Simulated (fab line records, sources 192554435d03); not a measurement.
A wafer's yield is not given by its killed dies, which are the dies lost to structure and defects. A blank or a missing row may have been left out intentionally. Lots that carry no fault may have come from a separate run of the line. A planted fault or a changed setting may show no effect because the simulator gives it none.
A struck lot beside a sound one :: flow n5_finfet :: 19 out of 1938 route steps
Sound: these wafers, L495.1, L495.2, L495.4. The struck wafers were L505.2, L505.3, L505.6. At the end, the cause is stated.
Order at every step that has rows: each side's tool, ch and its chambers, its first start. Under that, the readings that differ: sound wafers :: struck wafers :: difference of the means :: sigmas: that difference in standard deviations of wafers without a fault.
alike: a reading whose means differ by less than 2 such deviations, as well as words and numbers matching on both sides. not compared: withheld readings; readings where some wafer has no value; bounds like >300 that might hide an equal value; numbers whose values overlap and for which the record gives no deviation.
The two part at a step that has a row with sigmas, a row that says differs or no value, or rows on one side only. Numbers that have no deviation but don't overlap get no sigmas and don't part them. Lack of a reading on every wafer of one side parts them only where that side has two or more wafers.

N5_PASSIVATION_STRIP_14: strips in O2.
  sound on rie_diel-04 ch 0,2,3, day 13 06:58; struck on rie_diel-04 ch 1,3, day 16 11:26
  alike: drypump_motor_current_A, oes_product_au, rf_vpp_V, showerhead_plenum_p_Torr, throttle_valve_pct
  not compared: rf_hours_counter_h
N5_PASSIVATION_ETCH_15: etches SiCN in CF4/N2, target depth 75 nm, time 81.2 s.
  sound on rie_diel-04 ch 0,2,3; struck on rie_diel-04 ch 1,3
  alike: drypump_motor_current_A, oes_product_au, rf_vpp_V, showerhead_plenum_p_Torr, throttle_valve_pct
  not compared: rf_hours_counter_h
then, 2 steps without rows for these wafers: N5_PASSIVATION_STRIP_73 (strips in post etch residue remover, time 60 s); N5_PASSIVATION_SRD_17 (time 30 s, dry time 30 s).
N5_PASSIVATION_DEGAS_18: time 60 s.
  struck on pvd_sputter-03, day 16 11:53; sound on pvd_sputter-02, day 13 09:01
  alike: heater_power_w
N5_PASSIVATION_PRE_CLEAN_19:
  struck on pvd_sputter-03, day 16 11:56; sound on pvd_sputter-02, day 13 09:04
  alike: heater_power_w
N5_PASSIVATION_SPUTTER_20: material TaN, target thk 50 nm.
  struck on pvd_sputter-03, day 16 11:58; sound on pvd_sputter-02, day 13 09:06
  alike: throttle_valve_pct
then, 5 steps without rows for these wafers: N5_PASSIVATION_AL_DEP_21 (deposits Al, target thk 2800 nm, time 170 s); N5_PASSIVATION_HMDS_23 (time 60 s); N5_PASSIVATION_COAT_24; N5_PASSIVATION_EBR_26; N5_PASSIVATION_SOFTBAKE_25 (time 90 s).
N5_PASSIVATION_EXPOSE_27: exposes mask PAD, defocus 0 nm.
  sound on krf_scanner-01 ch 0, day 13 09:30; struck on krf_scanner-01 ch 0, day 16 12:22
reading: exposure_dose_mJ_cm2
sound: 32.33 32.32 32.31
struck: 30.50 30.52 30.48
difference: -1.82
sigmas: -55
  alike: mask, reticle_temp_C, stage_vel_mm_s
then, 3 steps without rows for these wafers: N5_PASSIVATION_PEB_28; N5_PASSIVATION_DEVELOP_29 (develop time 60 s); N5_PASSIVATION_HARDBAKE_31 (time 120 s).
N5_PASSIVATION_CD_MEAS_30 targets a cd of 4000 nm.
  sound on cd_sem-02 ch 0, day 13 09:40; struck on cd_sem-03 ch 0, day 16 12:32
reading: cd_nm (nm)
sound: 3999.4 4001.3 4001.3
struck: 3989.9 3988.0 3988.4
difference: -11.9
sigmas: -7
N5_PASSIVATION_OVL_MEAS_63:
  sound on overlay-01 ch 0, day 13 09:42; struck on overlay-01 ch 0, day 16 12:34
  alike: PAD_OVL
N5_PASSIVATION_PROBE_49:
  only the struck wafers here have rows in the record (prober-01, day 16 20:39); the sound ones have none

== WHERE THEY PART ==
Last at N5_PASSIVATION_PROBE_49 as far as this record goes, first at N5_PASSIVATION_EXPOSE_27.

WHY: the cause the simulator had injected
Process parameters drifting: krf_scanner-01 at N5_PASSIVATION_EXPOSE_27, beginning at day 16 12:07. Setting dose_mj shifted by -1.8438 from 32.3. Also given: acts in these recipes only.
